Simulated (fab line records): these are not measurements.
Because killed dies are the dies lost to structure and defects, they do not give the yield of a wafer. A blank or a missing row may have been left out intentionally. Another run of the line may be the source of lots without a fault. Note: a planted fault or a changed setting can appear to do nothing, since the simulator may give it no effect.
Shared-tool check + flow nand_harc + Sample size 12 lots and 36 wafers

WHY IT WAS OPENED
On 2 of the 12 lots, a flag is raised at NHARC_A_ONON_D1_THK_MEAS_18 on the reading thk_nm. Fault-free wafers read 997 nm, with a standard deviation of 11.
Rule: flag the lot when none of its wafers has a number, or when each of its wafers that has one lies beyond 4 standard deviations from that mean. All remaining lots are regarded as sound.

| lot  | measured     | on            | thk_nm (nm), wafer by wafer | flag    |
|------|--------------|---------------|-----------------------------|---------|
| L958 | day 8 07:40  | film_metro-02 | 988 989 990                 |         |
| L960 | day 8 22:47  | film_metro-02 | 991 993 991                 |         |
| L961 | day 9 09:05  | film_metro-01 | 977 976 976                 |         |
| L964 | day 10 16:53 | film_metro-02 | 998 997 996                 |         |
| L966 | day 11 16:07 | film_metro-02 | 1003 1005 1004              |         |
| L967 | day 11 16:10 | film_metro-01 | 996 996 998                 |         |
| L969 | day 13 01:29 | film_metro-02 | 1006 1008 1007              |         |
| L973 | day 14 06:05 | film_metro-01 | 1595 1596 1595              | FLAGGED |
| L972 | day 14 06:05 | film_metro-02 | 994 994 994                 |         |
| L974 | day 15 04:42 | film_metro-02 | 1570 1571 1571              | FLAGGED |
| L979 | day 16 20:07 | film_metro-01 | 983 984 985                 |         |
| L981 | day 18 00:41 | film_metro-02 | 994 996 995                 |         |
On average the flagged lots' numbers are 1583 nm, which is +586 nm against the usual, or +53 standard deviations.

EACH LOT AND THE TOOL IT RAN ON
2 process steps preceding the reading are held in the record, out of 1302 steps in the route. Read each cell as the tool, then ch plus the chambers that the sampled wafers visited, then the start.
| lot  | flag    | NHARC_P_BONDPAD_DEP_00                     | NHARC_A_ONON_D1_DEP_16           |
|------|---------|--------------------------------------------|----------------------------------|
| L958 |         | pecvd-02 ch 0,2, day 8 07:08 or earlier    | pecvd_onon-01 ch 0, day 8 07:08  |
| L960 |         | pecvd-03 ch 0,1,2, day 7 06:59             | pecvd_onon-03 ch 0, day 8 22:20  |
| L961 |         | pecvd-03 ch 0,2, day 7 17:34               | pecvd_onon-01 ch 0, day 9 08:35  |
| L964 |         | pecvd-02 ch 0,1,2, day 10 16:22 or earlier | pecvd_onon-02 ch 0, day 10 16:22 |
| L966 |         | pecvd-03 ch 0,1, day 10 02:10              | pecvd_onon-01 ch 0, day 11 15:37 |
| L967 |         | pecvd-02 ch 0,1,2, day 10 02:17            | pecvd_onon-02 ch 0, day 11 15:38 |
| L969 |         | pecvd-03 ch 0,1,2, day 11 10:20            | pecvd_onon-01 ch 0, day 13 01:01 |
| L973 | FLAGGED | pecvd-01 ch 0,1,2, day 12 13:53            | pecvd_onon-01 ch 0, day 14 05:42 |
| L972 |         | pecvd-02 ch 1,2, day 12 15:09              | pecvd_onon-02 ch 0, day 14 05:35 |
| L974 | FLAGGED | pecvd-03 ch 1,2, day 13 14:22              | pecvd_onon-01 ch 0, day 15 04:11 |
| L979 |         | pecvd-02 ch 1,2, day 15 04:20              | pecvd_onon-03 ch 0, day 16 19:37 |
| L981 |         | pecvd-03 ch 0,1,2, day 16 05:19            | pecvd_onon-02 ch 0, day 18 00:11 |
These steps, and what they do:
- NHARC_P_BONDPAD_DEP_00: deposits SiCN, target thk 250 nm.
- NHARC_A_ONON_D1_DEP_16: target thk 1000 nm.
- NHARC_A_ONON_D1_THK_MEAS_18: measures by ellipsometry.

FLAGGED OVER TOTAL, TOOL BY TOOL (the gauges that took the reading come last)
| step                        | tool          | lots run | flagged | share of the flagged lots | sound lots run after its first flagged lot |
|-----------------------------|---------------|----------|---------|---------------------------|--------------------------------------------|
| NHARC_P_BONDPAD_DEP_00      | pecvd-01      | 1        | 1       | some                      | 0                                          |
| NHARC_P_BONDPAD_DEP_00      | pecvd-02      | 5        | 0       | none                      | -                                          |
| NHARC_P_BONDPAD_DEP_00      | pecvd-03      | 6        | 1       | some                      | 1 (L981)                                   |
| NHARC_A_ONON_D1_DEP_16      | pecvd_onon-01 | 6        | 2       | all                       | 0                                          |
| NHARC_A_ONON_D1_DEP_16      | pecvd_onon-02 | 4        | 0       | none                      | -                                          |
| NHARC_A_ONON_D1_DEP_16      | pecvd_onon-03 | 2        | 0       | none                      | -                                          |
| NHARC_A_ONON_D1_THK_MEAS_18 | film_metro-01 | 4        | 1       | some                      | 1 (L979)                                   |
| NHARC_A_ONON_D1_THK_MEAS_18 | film_metro-02 | 8        | 1       | some                      | 1 (L981)                                   |
Because NHARC_P_BONDPAD_DEP_00 lacks a start for some lots, the hours and order of its lots are taken from NHARC_A_ONON_D1_DEP_16.

WHAT THE TABLE PERMITS
Rows of the table that ran each flagged lot: 1, that is pecvd_onon-01 at NHARC_A_ONON_D1_DEP_16.
- pecvd_onon-01 at NHARC_A_ONON_D1_DEP_16: 2 of its 6 lots flagged. It ran its last sound lot, L969, at day 13 01:01 and its first flagged lot, L973, at day 14 05:42: a fault with its onset between the two fits.
Left over: one tool, pecvd_onon-01 at NHARC_A_ONON_D1_DEP_16.

WHAT THE SIMULATOR HAD INSERTED
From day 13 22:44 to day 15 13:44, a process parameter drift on pecvd_onon-01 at NHARC_A_ONON_D1_DEP_16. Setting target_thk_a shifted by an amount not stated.
Lots struck among those shown: L973, L974. This agrees with what the rule above found.
